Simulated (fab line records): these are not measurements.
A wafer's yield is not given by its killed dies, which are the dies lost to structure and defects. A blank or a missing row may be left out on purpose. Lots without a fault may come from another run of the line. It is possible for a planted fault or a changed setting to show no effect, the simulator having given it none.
Chamber matching | flow n5Finfet | rieDiel-01 running N5_BEOL_M8_ETCH_72: 4 sister chambers
The step etches underlayer in N2/H2, target depth 6.5 nm, time 5.2 s. 4 wafers are shown with their chamber, then 9 later ones without.

## EACH WAFER AND ITS CHAMBER
wafer  | chamber | drypumpMotorCurrentA (A)
L081.4 | 1       | 6.1
L085.1 | 2       | 5.6
L085.2 | 0       | 5.9
L085.4 | 3       | 6.3

## WAFERS WITH NO CHAMBER GIVEN
wafer  | drypumpMotorCurrentA (A)
L089.1 | 6.1
L089.4 | 6.0
L089.6 | 6.0
L091.3 | 6.1
L091.4 | 5.6
L091.6 | 5.9
L097.3 | 6.2
L097.4 | 6.1
L097.6 | 6.3

## WHICH CHAMBER EACH ONE RAN IN
wafer  | from the rows above     | in truth
L089.1 | 1                       | 1
L089.4 | can't be placed: 0 or 1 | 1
L089.6 | can't be placed: 0 or 1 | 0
L091.3 | 1                       | 1
L091.4 | 2                       | 2
L091.6 | 0                       | 0
L097.3 | can't be placed: 3 or 1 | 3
L097.4 | 1                       | 1
L097.6 | 3                       | 3
6 of 9 placed correctly. Unplaceable from these rows: 3, with the true chamber sitting among the candidates in 3. Placed wrongly: 0.
How it was worked out, from the rows above alone: a wafer's distance from a chamber is the root of the sum, over the readings, of the square of ((its reading less the chamber's mean) divided by the reading's scatter). The wafer belongs to the nearest chamber; if the next one is less than 2 further off, it can't be placed. Each chamber's mean is taken over the wafers shown for it. The scatter: with one shown wafer a chamber, the root of the mean of the squares of how far each hidden wafer lies from its nearest shown one.
